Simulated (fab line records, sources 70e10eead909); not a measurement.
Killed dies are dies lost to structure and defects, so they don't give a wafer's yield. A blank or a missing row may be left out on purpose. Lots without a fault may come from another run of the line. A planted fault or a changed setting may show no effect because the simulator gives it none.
Chamber matching | flow nand_harc | NHARC_P_M1_ETCH_35 on rie_diel-12: 4 sister chambers
The step etches the open film in N2/H2, target depth 40 nm, overetch 12 nm, time 43.94 s. 24 wafers are shown with their chamber, then 12 later ones without.

WAFERS WITH THEIR CHAMBER
wafer  | chamber | showerhead_plenum_p_Torr (Torr) | drypump_motor_current_A (A) | rf_vpp_V (V)
L075.3 | 2       | 2.05                            | 6.5                         | 429.5
L075.5 | 2       | 2.05                            | 6.5                         | 430.7
L075.6 | 1       | 1.94                            | 5.5                         | 428.4
L074.4 | 2       | 2.05                            | 6.5                         | 430.7
L074.5 | 3       | 1.91                            | 6.2                         | 426.1
L074.6 | 0       | 2.02                            | 6.1                         | 430.7
L078.2 | 2       | 2.05                            | 6.5                         | 431.8
L078.5 | 0       | 2.02                            | 6.0                         | 430.2
L078.6 | 3       | 1.90                            | 6.2                         | 427.8
L081.3 | 0       | 2.02                            | 6.1                         | 431.3
L081.4 | 3       | 1.90                            | 6.1                         | 426.5
L081.6 | 0       | 2.02                            | 6.1                         | 429.7
L082.1 | 3       | 1.90                            | 6.1                         | 427.4
L082.4 | 2       | 2.04                            | 6.5                         | 429.8
L082.5 | 3       | 1.90                            | 6.1                         | 425.9
L084.1 | 1       | 1.94                            | 5.5                         | 427.5
L084.4 | 3       | 1.90                            | 6.2                         | 426.5
L084.5 | 2       | 2.04                            | 6.5                         | 431.3
L088.4 | 2       | 2.04                            | 6.5                         | 430.9
L088.5 | 3       | 1.90                            | 6.1                         | 426.3
L088.6 | 1       | 1.94                            | 5.5                         | 427.1
L086.1 | 1       | 1.94                            | 5.5                         | 427.7
L086.2 | 2       | 2.04                            | 6.5                         | 429.6
L086.3 | 3       | 1.90                            | 6.2                         | 426.7

SIGNATURES (means of the wafers above)
reading                  | chamber 0 | chamber 1 | chamber 2 | chamber 3 | scatter within a chamber
showerhead_plenum_p_Torr | 2.0200    | 1.9400    | 2.0450    | 1.9012    | 0.00379
drypump_motor_current_A  | 6.075     | 5.500     | 6.500     | 6.150     | 0.0371
rf_vpp_V                 | 430.475   | 427.675   | 430.538   | 426.650   | 0.71
Rule: a wafer's distance from a chamber is the root of the sum, over the readings, of the square of ((its reading less the chamber's mean) divided by the reading's scatter). The wafer belongs to the nearest chamber; if the next one is less than 2 further off, it can't be placed. The scatter: the root of (the sum of the squares of (reading less its chamber's mean) over the shown wafers, divided by (wafers less chambers)).

WAFERS WITHOUT THEIR CHAMBER
wafer  | showerhead_plenum_p_Torr (Torr) | drypump_motor_current_A (A) | rf_vpp_V (V)
L090.2 | 1.90                            | 6.2                         | 426.8
L090.4 | 2.02                            | 6.1                         | 431.4
L090.5 | 1.94                            | 5.5                         | 429.3
L091.2 | 1.94                            | 5.6                         | 428.9
L091.4 | 2.02                            | 6.1                         | 429.5
L091.6 | 1.94                            | 5.6                         | 427.6
L093.1 | 2.02                            | 6.1                         | 431.0
L093.2 | 2.04                            | 6.5                         | 431.2
L093.3 | 1.94                            | 5.5                         | 429.4
L092.2 | 2.02                            | 6.1                         | 429.2
L092.3 | 1.94                            | 5.5                         | 427.8
L092.6 | 1.94                            | 5.5                         | 426.4

WHICH CHAMBER EACH WENT THROUGH
wafer  | from the rows above | in truth
L090.2 | 3                   | 3
L090.4 | 0                   | 0
L090.5 | 1                   | 1
L091.2 | 1                   | 1
L091.4 | 0                   | 0
L091.6 | 1                   | 1
L093.1 | 0                   | 0
L093.2 | 2                   | 2
L093.3 | 1                   | 1
L092.2 | 0                   | 0
L092.3 | 1                   | 1
L092.6 | 1                   | 1
Placed correctly: 12 of 12. Can't be placed from these rows: 0. Placed wrongly: 0.
